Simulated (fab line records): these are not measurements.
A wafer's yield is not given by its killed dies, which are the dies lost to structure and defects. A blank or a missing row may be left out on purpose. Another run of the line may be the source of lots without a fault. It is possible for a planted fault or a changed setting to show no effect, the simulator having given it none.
fab line records	flow n5Finfet	part 1 of 2: steps 1 to 23 of 29
record: lots: 5	wafers: 15	lastDay: 18
route steps=1938 shown BEOL_M10@1482
lots that met no fault: from a run of the same line without faults
startH: start of the lot's first displayed wafer, in hours after the record's first day	waitH: how many hours have passed since the lot's step before this one	" repeats the value in the row above	L1.1+2: one row covering several wafers at once	- either no value or no given start	* or withheld: withheld	< > ~ a bound
route shown NAME@n: names a module that has steps shown in the file, with the first one's number in the route	usual: mean/standard deviation of fault-free wafers	same: alike in all rows	chamber/n: place in a boat	sites: readings site by site	_std_site: standard deviation across them	_edge_site: the outer-site mean with the inner-site mean subtracted	radiusMm: how far each site lies from the wafer's centre	mask NAME#n: copy n	behind: the last tool/chamber to shape the wafer	hold: the reason the lot was held/the length of the hold in hours/how it ended	device: the transistor (n, p or np) that didn't switch	end of line: the route-end tests of the same wafers	for a step that has no rows: nothing shown but its recipe	killed: count of dies lost to structure and defects at first sort (not the wafer's yield)	map: dies across one wafer; x = killed, . = not, _ = none there
set.NAME: the setting the step ran with; set.NAME@STEP: the setting that earlier step ran with	model.NAME: the simulator's own value behind a step, which no gauge read
lots seen at some steps along the route; tables by step, rows by wafer
services: when a tool's chamber went out of use (startH, in hours from the record's first day, below 0 if earlier), for how many hours, and the reason
== steps ==
step: N5_BEOL_M10_DEVELOP_10
recipe: developTimeS: 30	developer: TMAH	resist: CAR-ArF	rinseLiquid: diw	dry: airSpin	devTempC: 23
lot.wafer	tool	chamber	startH	waitH
L074.2+3+6	lithoTrack-01	0	-	-
L077.2+3+4	lithoTrack-02	0	-	-
L080.3+4+6	lithoTrack-03	0	-	-
L087.1+2+4	lithoTrack-03	0	-	-
L097.1+3+5	lithoTrack-03	0	-	-
step: N5_BEOL_M10_CD_MEAS_11
recipe: targetCdNm: 64.1	landingEnergyEv: 500	detector: seInlens	polarity: opening
usual: cdNm: 64.1/0.52
lot.wafer	tool	chamber	startH	waitH	cdNm
L074.2	cdSem-01	0	221.84	-	63.8
L074.3	"	0	"	"	63.9
L074.6	"	0	"	"	64.3
L077.2	cdSem-03	0	265.39	-	65.3
L077.3	"	0	"	"	65.5
L077.4	"	0	"	"	65.2
L080.3	cdSem-02	0	289.43	-	64.5
L080.4	"	0	"	"	64.6
L080.6	"	0	"	"	64.0
L087.1	cdSem-01	0	303.50	-	64.2
L087.2	"	0	"	"	64.1
L087.4	"	0	"	"	64.1
L097.1	cdSem-02	0	381.01	-	63.7
L097.3	"	0	"	"	63.8
L097.5	"	0	"	"	63.7
step: N5_BEOL_M10_OVL_MEAS_12
recipe: pointsPerWafer: 44
usual: M10_OVL: -0.1/0.8
lot.wafer	tool	chamber	startH	waitH	M10_OVL[nm]
L074.2	overlay-01	0	221.88	0.0	1.0
L074.3	"	0	"	"	1.0
L074.6	"	0	"	"	0.9
L077.2	overlay-02	0	265.42	0.0	-1.3
L077.3	"	0	"	"	-0.6
L077.4	"	0	"	"	-0.8
L080.3	overlay-01	0	289.46	0.0	-0.8
L080.4	"	0	"	"	-0.7
L080.6	"	0	"	"	-0.7
L087.1	overlay-02	0	303.53	0.0	0.5
L087.2	"	0	"	"	0.2
L087.4	"	0	"	"	0.8
L097.1	overlay-01	0	381.04	0.0	0.3
L097.3	"	0	"	"	2.0
L097.5	"	0	"	"	0.6
step: N5_BEOL_M10_INSPECT_13
recipe: mode: adi	inspectInstrument: brightfield
usual: rawDefectCount: 437/96
lot.wafer	tool	chamber	startH	waitH	rawDefectCount
L074.2	defectInspect-01	-	221.90	0.0	227
L074.3	"	-	"	"	322
L074.6	"	-	"	"	437
L077.2	defectInspect-01	-	265.45	0.0	341
L077.3	"	-	"	"	427
L077.4	"	-	"	"	409
L080.3	defectInspect-01	-	289.48	0.0	367
L080.4	"	-	"	"	328
L080.6	"	-	"	"	348
L087.1	defectInspect-02	-	303.56	0.0	541
L087.2	"	-	"	"	597
L087.4	"	-	"	"	503
L097.1	defectInspect-02	-	381.07	0.0	592
L097.3	"	-	"	"	602
L097.5	"	-	"	"	472
step: N5_BEOL_M10_DESCUM_16
recipe: chemistry: O2	timeS: 7.9	sourcePowerW: 50	biasPowerW: 20	pressureMtorr: 20	rfFrequencyHz: 2.712e+07	tempC: 40	resist: CAR-ArF	o2FlowSccm: 225
usual: drypumpMotorCurrentA: 5.8/0.42	oesProductAu: 0.78/0.065	rfVppV: 243.1/1.3	showerheadPlenumPTorr: 2.09/0.065	throttleValvePct: 20.52/0.3
lot.wafer	tool	chamber	startH	waitH	drypumpMotorCurrentA	oesProductAu	rfHoursCounterH	rfVppV	showerheadPlenumPTorr	throttleValvePct
L074.2	rieDiel-06	1	221.93	0.0	5.8	0.81	95	242.5	2.02	20.70
L074.3	"	0	"	"	5.7	0.74	151	242.8	2.10	20.57
L074.6	"	2	"	"	6.8	0.73	-	243.2	2.08	20.89
L077.2	rieDiel-01	2	265.78	0.3	5.9	0.71	217	244.1	2.16	20.71
L077.3	"	3	"	"	6.1	0.87	35	243.0	2.04	19.96
L077.4	"	1	"	"	5.5	0.78	137	244.4	2.10	20.14
L080.3	rieDiel-06	0	289.91	0.4	5.8	0.73	177	243.3	2.09	20.59
L080.4	"	1	"	"	5.8	0.78	113	243.0	2.01	20.72
L080.6	"	3	"	"	5.5	0.79	-	243.3	2.10	20.33
L087.1	rieDiel-01	3	303.88	0.3	6.1	0.85	47	242.1	2.03	19.98
L087.2	"	0	"	"	5.5	0.83	76	242.1	2.02	20.72
L087.4	"	2	"	"	5.9	0.70	230	245.3	2.16	20.72
L097.1	rieDiel-06	0	381.10	0.0	5.8	0.71	210	240.7	2.08	20.66
L097.3	"	1	"	"	5.8	0.76	148	241.0	2.00	20.78
L097.5	"	1	"	"	5.8	0.76	-	240.8	2.00	20.78
step: N5_BEOL_M10_ETCH_61
recipe: chemistry: CF4	target: SiARC	targetDepthA: 390	maskMaterial: CAR-ArF	timeS: 65	ionEnergyEv: 80	pressureMtorr: 40	sourceW: 545	biasW: 36	Ar_flow_sccm: 100	cf4FlowSccm: 100	ends: cleared
usual: cf4FlowSccm: 100.00/0.28	drypumpMotorCurrentA: 5.8/0.42	etchRfOnTimeS: 64.8/0.87	oesProductAu: 0.67/0.055	rfVppV: 184.2/1.1	showerheadPlenumPTorr: 2.14/0.059	throttleValvePct: 15.70/0.3
lot.wafer	tool	chamber	startH	waitH	cf4FlowSccm	drypumpMotorCurrentA	etchRfOnTimeS	oesProductAu	rfHoursCounterH	rfVppV	showerheadPlenumPTorr	throttleValvePct
L074.2	rieDiel-06	1	221.97	0.0	99.94	5.8	64.0	0.70	95	183.9	2.08	15.83
L074.3	"	0	"	"	100.32	5.7	65.0	0.64	151	184.7	2.14	15.73
L074.6	"	2	"	"	99.19	6.8	65.3	0.63	-	183.4	2.13	16.11
L077.2	rieDiel-01	2	265.81	0.0	100.16	5.9	65.2	0.60	217	185.3	2.21	15.88
L077.3	"	3	"	"	100.06	6.1	64.4	0.74	35	182.3	2.09	15.19
L077.4	"	1	"	"	100.21	5.5	63.8	0.68	137	185.2	2.15	15.32
L080.3	rieDiel-06	0	289.95	0.0	100.50	5.7	65.8	0.63	177	185.7	2.14	15.76
L080.4	"	1	"	"	100.08	5.8	64.6	0.68	113	183.1	2.07	15.88
L080.6	"	3	"	"	99.87	5.4	64.6	0.68	-	184.6	2.15	15.49
L087.1	rieDiel-01	3	303.91	0.0	99.92	6.1	64.5	0.72	47	183.8	2.09	15.22
L087.2	"	0	"	"	99.82	5.5	64.6	0.71	76	184.4	2.09	15.92
L087.4	"	2	"	"	100.27	5.9	64.8	0.60	230	185.1	2.21	15.91
L097.1	rieDiel-06	0	381.14	0.0	100.14	5.7	65.7	0.60	210	184.4	2.12	15.85
L097.3	"	1	"	"	99.83	5.8	64.9	0.65	148	182.9	2.06	15.95
L097.5	"	1	"	"	100.51	5.8	65.5	0.65	-	183.9	2.06	15.96
step: N5_BEOL_M10_ETCH_62
recipe: chemistry: N2/H2	target: SOC	targetDepthA: 1100	overetchA: 220	maskMaterial: SiARC	tempC: 40	timeS: 165	ionEnergyEv: 200	pressureMtorr: 30	sourceW: 840	biasW: 150	n2FlowSccm: 200	h2FlowSccm: 200
usual: drypumpMotorCurrentA: 5.8/0.42	oesProductAu: 0.66/0.052	rfVppV: 523.7/2.2	showerheadPlenumPTorr: 2.54/0.074	throttleValvePct: 17.9/0.32
lot.wafer	tool	chamber	startH	waitH	drypumpMotorCurrentA	oesProductAu	rfHoursCounterH	rfVppV	showerheadPlenumPTorr	throttleValvePct
L074.2	rieDiel-06	1	222.02	0.0	5.8	0.68	95	522.5	2.46	18.1
L074.3	"	0	"	"	5.8	0.64	151	525.3	2.55	17.9
L074.6	"	2	"	"	6.9	0.63	-	523.3	2.51	18.1
L077.2	rieDiel-01	2	265.86	0.0	5.9	0.60	217	525.8	2.63	18.2
L077.3	"	3	"	"	6.1	0.72	35	521.8	2.48	17.3
L077.4	"	1	"	"	5.5	0.66	137	524.0	2.55	17.5
L080.3	rieDiel-06	0	290.00	0.0	5.8	0.62	177	523.4	2.54	18.0
L080.4	"	1	"	"	5.8	0.67	113	522.0	2.45	18.2
L080.6	"	3	"	"	5.4	0.68	-	522.4	2.55	17.7
L087.1	rieDiel-01	3	303.96	0.0	6.1	0.71	47	523.3	2.48	17.4
L087.2	"	0	"	"	5.4	0.70	76	522.7	2.48	18.3
L087.4	"	2	"	"	5.9	0.59	230	526.8	2.63	18.2
L097.1	rieDiel-06	0	381.19	0.0	5.8	0.60	210	522.1	2.52	18.0
L097.3	"	1	"	"	5.8	0.64	148	521.4	2.43	18.2
L097.5	"	1	"	"	5.8	0.64	-	521.9	2.43	18.2
step: N5_BEOL_M10_STRIP_68
recipe: chemistry: N2/H2	tempC: 40	n2FlowSccm: 200	h2FlowSccm: 200	rfFrequencyHz: 6e+07
lot.wafer	tool	chamber	startH	waitH
L074.2+3+6	rieDiel-06	1,0,2	222.16	0.1
L077.2+3+4	rieDiel-01	2,3,1	266.00	0.1
L080.3+4+6	rieDiel-06	0,1,3	290.13	0.1
L087.1+2+4	rieDiel-01	3,0,2	304.10	0.1
L097.1+3+5	rieDiel-06	0,1,1	381.32	0.1
step: N5_BEOL_M10_STRIP_67
recipe: chemistry: CF4	resist: SiARC	powerW: 300	biasPowerW: 75	pressureMtorr: 50	cf4FlowSccm: 150	rfFrequencyHz: 6e+07
usual: cf4FlowSccm: 150.0/0.49	drypumpMotorCurrentA: 5.8/0.41	oesProductAu: 0.78/0.061	rfVppV: 271.1/1.4	showerheadPlenumPTorr: 1.79/0.049	throttleValvePct: 13.68/0.29
lot.wafer	tool	chamber	startH	waitH	cf4FlowSccm	drypumpMotorCurrentA	oesProductAu	rfHoursCounterH	rfVppV	showerheadPlenumPTorr	throttleValvePct
L074.2	rieDiel-06	1	222.17	0.0	149.5	5.8	0.81	95	270.1	1.74	13.78
L074.3	"	0	"	"	150.3	5.8	0.75	151	270.6	1.80	13.71
L074.6	"	2	"	"	150.7	6.8	0.75	-	271.8	1.78	14.09
L077.2	rieDiel-01	2	266.01	0.0	149.7	5.9	0.71	217	272.5	1.85	13.86
L077.3	"	3	"	"	149.5	6.1	0.86	35	270.2	1.76	13.18
L077.4	"	1	"	"	151.1	5.5	0.78	137	270.9	1.80	13.33
L080.3	rieDiel-06	0	290.14	0.0	150.2	5.8	0.73	177	271.2	1.79	13.76
L080.4	"	1	"	"	150.3	5.7	0.80	113	269.4	1.73	13.82
L080.6	"	3	"	"	149.6	5.4	0.80	-	271.5	1.80	13.47
L087.1	rieDiel-01	3	304.11	0.0	149.8	6.1	0.83	47	271.1	1.76	13.20
L087.2	"	0	"	"	149.7	5.4	0.82	76	270.3	1.75	13.85
L087.4	"	2	"	"	150.0	5.8	0.69	230	273.2	1.85	13.91
L097.1	rieDiel-06	0	381.33	0.0	149.7	5.7	0.71	210	271.3	1.78	13.84
L097.3	"	1	"	"	150.3	5.7	0.76	148	268.7	1.72	13.90
L097.5	"	1	"	"	149.5	5.8	0.76	-	270.1	1.73	13.92
step: N5_BEOL_M10_HM_OPEN_17
recipe: chemistry: Cl2/BCl3	targetDepthA: 200	overetchA: 60	target: TiN	maskMaterial: SOC	ionEnergyEv: 150	pressureMtorr: 10	icpW: 1000	biasW: 126	Cl2_flow_sccm: 53.25	bcl3FlowSccm: 21.75	Ar_flow_sccm: 25
usual: bcl3FlowSccm: 21.77/0.063	drypumpMotorCurrentA: 5.8/0.41	oesProductAu: 0.65/0.062	throttleValvePct: 21.99/0.12
lot.wafer	tool	chamber	startH	waitH	bcl3FlowSccm	drypumpMotorCurrentA	oesProductAu	rfHoursCounterH	throttleValvePct
L074.2	rieMetal-03	1	222.21	0.0	21.77	5.9	0.70	23	21.98
L074.3	"	0	"	"	21.81	6.1	0.56	-	22.31
L074.6	"	1	"	"	21.82	5.9	0.72	-	21.98
L077.2	rieMetal-01	1	266.05	0.0	21.82	5.3	0.64	52	21.90
L077.3	"	0	"	"	21.70	5.8	0.73	-	21.94
L077.4	"	1	"	"	21.76	5.3	0.64	-	21.88
L080.3	rieMetal-01	1	290.21	0.1	21.84	5.3	0.64	-	21.90
L080.4	"	0	"	"	21.81	5.7	0.73	-	21.96
L080.6	"	0	"	"	21.66	5.7	0.73	-	21.94
L087.1	rieMetal-01	1	304.15	0.0	21.77	5.3	0.63	56	21.89
L087.2	"	1	"	"	21.76	5.3	0.64	-	21.88
L087.4	"	1	"	"	21.75	5.3	0.63	-	21.90
L097.1	rieMetal-03	1	381.37	0.0	21.71	6.0	0.68	37	21.99
L097.3	"	1	"	"	21.68	6.0	0.67	-	22.00
L097.5	"	0	"	"	21.71	6.1	0.82	-	22.06
step: N5_BEOL_M10_STRIP_19
recipe: chemistry: O2	powerW: 400	tempC: 40	pressureMtorr: 30	rfFrequencyHz: 6e+07	biasPowerW: 0	overashFraction: 0.2	o2FlowSccm: 225
usual: drypumpMotorCurrentA: 5.8/0.42	oesProductAu: 0.81/0.086	rfVppV: 3.6/0.63	showerheadPlenumPTorr: 2.13/0.078	throttleValvePct: 16.72/0.27
lot.wafer	tool	chamber	startH	waitH	drypumpMotorCurrentA	oesProductAu	rfHoursCounterH	rfVppV	showerheadPlenumPTorr	throttleValvePct
L074.2	rieDiel-06	1	222.32	0.1	5.8	0.81	95	3.5	2.02	16.90
L074.3	"	3	"	"	5.4	0.82	100	2.9	2.12	16.51
L074.6	"	0	"	"	5.7	0.74	-	3.6	2.10	16.81
L077.2	rieDiel-03	3	266.17	0.1	5.1	0.68	248	3.4	1.98	16.89
L077.3	"	1	"	"	5.8	0.85	64	3.9	2.22	16.40
L077.4	"	1	"	"	5.8	0.84	-	3.4	2.22	16.39
L080.3	rieDiel-06	2	290.30	0.1	6.8	0.71	219	3.3	2.07	17.19
L080.4	"	3	"	"	5.4	0.79	127	3.8	2.11	16.55
L080.6	"	1	"	"	5.7	0.80	-	3.0	2.02	16.93
L087.1	rieDiel-03	2	304.40	0.2	5.7	0.76	150	2.9	2.19	16.93
L087.2	"	3	"	"	5.1	1.00	1	3.6	2.24	16.48
L087.4	"	0	"	"	6.0	0.96	9	2.7	2.16	16.66
L097.1	rieDiel-01	3	381.49	0.1	6.1	0.81	78	3.3	2.03	16.29
L097.3	"	1	"	"	5.5	0.75	182	2.9	2.09	16.47
L097.5	"	3	"	"	6.1	0.81	-	3.8	2.02	16.29
step: N5_BEOL_M10_CD_MEAS_18
recipe: pitchNm: 140	targetCdNm: 70
usual: cdNm: 69.9/0.56
lot.wafer	tool	chamber	startH	waitH	cdNm
L074.2	cdSem-01	-	222.39	0.1	70.5
L074.3	"	-	"	"	69.5
L074.6	"	-	"	"	69.8
L077.2	cdSem-02	-	266.24	0.1	71.2
L077.3	"	-	"	"	71.4
L077.4	"	-	"	"	71.0
L080.3	cdSem-01	-	290.37	0.1	70.1
L080.4	"	-	"	"	70.4
L080.6	"	-	"	"	69.9
L087.1	cdSem-02	-	304.47	0.0	70.2
L087.2	"	-	"	"	70.2
L087.4	"	-	"	"	69.4
L097.1	cdSem-01	-	381.56	0.0	69.9
L097.3	"	-	"	"	69.5
L097.5	"	-	"	"	69.6
step: N5_BEOL_M10_COAT_63
recipe: resist: SOC	tempC: 250	timeS: 60	spinRpm: 1500	resistThkNm: 100
lot.wafer	tool	chamber	startH	waitH
L074.2+3+6	lithoTrack-01	0	224.05	1.7
L077.2+3+4	lithoTrack-01	0	267.24	1.0
L080.3+4+6	lithoTrack-01	0	292.64	2.3
L087.1+2+4	lithoTrack-01	0	307.00	2.5
L097.1+3+5	lithoTrack-03	0	382.32	0.8
step: N5_BEOL_M10_COAT_64
recipe: resist: SiARC	tempC: 220	timeS: 60	spinRpm: 1500	resistThkNm: 30
lot.wafer	tool	chamber	startH	waitH
L074.2+3+6	lithoTrack-01	0	-	-
L077.2+3+4	lithoTrack-01	0	-	-
L080.3+4+6	lithoTrack-01	0	-	-
L087.1+2+4	lithoTrack-01	0	-	-
L097.1+3+5	lithoTrack-03	0	-	-
step: N5_BEOL_M10_COAT_22
recipe: resist: CAR-ArF	spinRpm: 1500	resistThkNm: 90
lot.wafer	tool	chamber	startH	waitH
L074.2+3+6	lithoTrack-01	0	-	-
L077.2+3+4	lithoTrack-01	0	-	-
L080.3+4+6	lithoTrack-01	0	-	-
L087.1+2+4	lithoTrack-01	0	-	-
L097.1+3+5	lithoTrack-03	0	-	-
step: N5_BEOL_M10_EBR_24
recipe: solvent: PGMEA	ebrWidthMm: 1.5
lot.wafer	tool	chamber	startH	waitH
L074.2+3+6	lithoTrack-01	0	-	-
L077.2+3+4	lithoTrack-01	0	-	-
L080.3+4+6	lithoTrack-01	0	-	-
L087.1+2+4	lithoTrack-01	0	-	-
L097.1+3+5	lithoTrack-03	0	-	-
step: N5_BEOL_M10_SOFTBAKE_23
recipe: tempC: 110	timeS: 60	resist: CAR-ArF
lot.wafer	tool	chamber	startH	waitH
L074.2+3+6	lithoTrack-01	0	-	-
L077.2+3+4	lithoTrack-01	0	-	-
L080.3+4+6	lithoTrack-01	0	-	-
L087.1+2+4	lithoTrack-01	0	-	-
L097.1+3+5	lithoTrack-03	0	-	-
step: N5_BEOL_M10_EXPOSE_25
recipe: maskId: V9	na: 1.35	sourceShape: annular	sigmaInner: 0.5	sigmaOuter: 0.8	polarization: unpolarized	doseMj: 85.5
lot.wafer	tool	chamber	startH	waitH	mask
L074.2+3+6	arfiScanner-01	0	224.17	-	V9#0
L077.2+3+4	arfiScanner-03	0	267.48	-	V9#0
L080.3+4+6	arfiScanner-01	0	292.89	-	V9#0
L087.1+2+4	arfiScanner-03	0	307.24	-	V9#0
L097.1+3+5	arfiScanner-01	0	382.56	-	V9#0
step: N5_BEOL_M10_PEB_26
recipe: pebTempC: withheld	pebTimeS: 60	resist: CAR-ArF
same: pebTimeS: 60
lot.wafer	tool	chamber	startH	waitH
L074.2+3+6	lithoTrack-02	0	224.23	0.1
L077.2+3+4	lithoTrack-01	0	267.54	0.1
L080.3+4+6	lithoTrack-01	0	292.95	0.0
L087.1+2+4	lithoTrack-01	0	307.30	0.1
L097.1+3+5	lithoTrack-02	0	382.63	0.1
step: N5_BEOL_M10_DEVELOP_27
recipe: developTimeS: 30	developer: TMAH	resist: CAR-ArF	rinseLiquid: diw	dry: airSpin	devTempC: 23
lot.wafer	tool	chamber	startH	waitH
L074.2+3+6	lithoTrack-02	0	-	-
L077.2+3+4	lithoTrack-01	0	-	-
L080.3+4+6	lithoTrack-01	0	-	-
L087.1+2+4	lithoTrack-01	0	-	-
L097.1+3+5	lithoTrack-02	0	-	-
step: N5_BEOL_M10_CD_MEAS_28
recipe: targetCdNm: 70	landingEnergyEv: 500	detector: seInlens	polarity: opening
usual: cdNm: 70.2/0.81
lot.wafer	tool	chamber	startH	waitH	cdNm
L074.2	cdSem-01	0	224.30	-	69.5
L074.3	"	0	"	"	69.1
L074.6	"	0	"	"	69.0
L077.2	cdSem-03	0	267.61	-	69.5
L077.3	"	0	"	"	69.4
L077.4	"	0	"	"	69.6
L080.3	cdSem-03	0	293.01	-	70.1
L080.4	"	0	"	"	71.1
L080.6	"	0	"	"	71.3
L087.1	cdSem-03	0	307.37	-	70.3
L087.2	"	0	"	"	71.3
L087.4	"	0	"	"	71.3
L097.1	cdSem-01	0	382.69	-	69.7
L097.3	"	0	"	"	67.8
L097.5	"	0	"	"	69.1
step: N5_BEOL_M10_OVL_MEAS_29
recipe: pointsPerWafer: 44
usual: V9_OVL: 0.5/0.82
lot.wafer	tool	chamber	startH	waitH	V9_OVL[nm]
L074.2	overlay-02	0	224.33	0.0	-0.3
L074.3	"	0	"	"	0.2
L074.6	"	0	"	"	-0.2
L077.2	overlay-01	0	267.64	0.0	-0.4
L077.3	"	0	"	"	-0.6
L077.4	"	0	"	"	0.1
L080.3	overlay-02	0	293.04	0.0	0.7
L080.4	"	0	"	"	0.8
L080.6	"	0	"	"	1.0
L087.1	overlay-02	0	307.40	0.0	0.9
L087.2	"	0	"	"	1.7
L087.4	"	0	"	"	1.6
L097.1	overlay-01	0	382.74	0.0	1.5
L097.3	"	0	"	"	1.0
L097.5	"	0	"	"	2.1
step: N5_BEOL_M10_INSPECT_30
recipe: mode: adi	inspectInstrument: brightfield
usual: rawDefectCount: 429/95
lot.wafer	tool	chamber	startH	waitH	rawDefectCount
L074.2	defectInspect-01	-	224.35	0.0	224
L074.3	"	-	"	"	318
L074.6	"	-	"	"	429
L077.2	defectInspect-02	-	267.66	0.0	403
L077.3	"	-	"	"	482
L077.4	"	-	"	"	519
L080.3	defectInspect-01	-	293.07	0.0	353
L080.4	"	-	"	"	328
L080.6	"	-	"	"	342
L087.1	defectInspect-01	-	307.42	0.0	508
L087.2	"	-	"	"	546
L087.4	"	-	"	"	480
L097.1	defectInspect-01	-	382.76	0.0	553
L097.3	"	-	"	"	543
L097.5	"	-	"	"	384
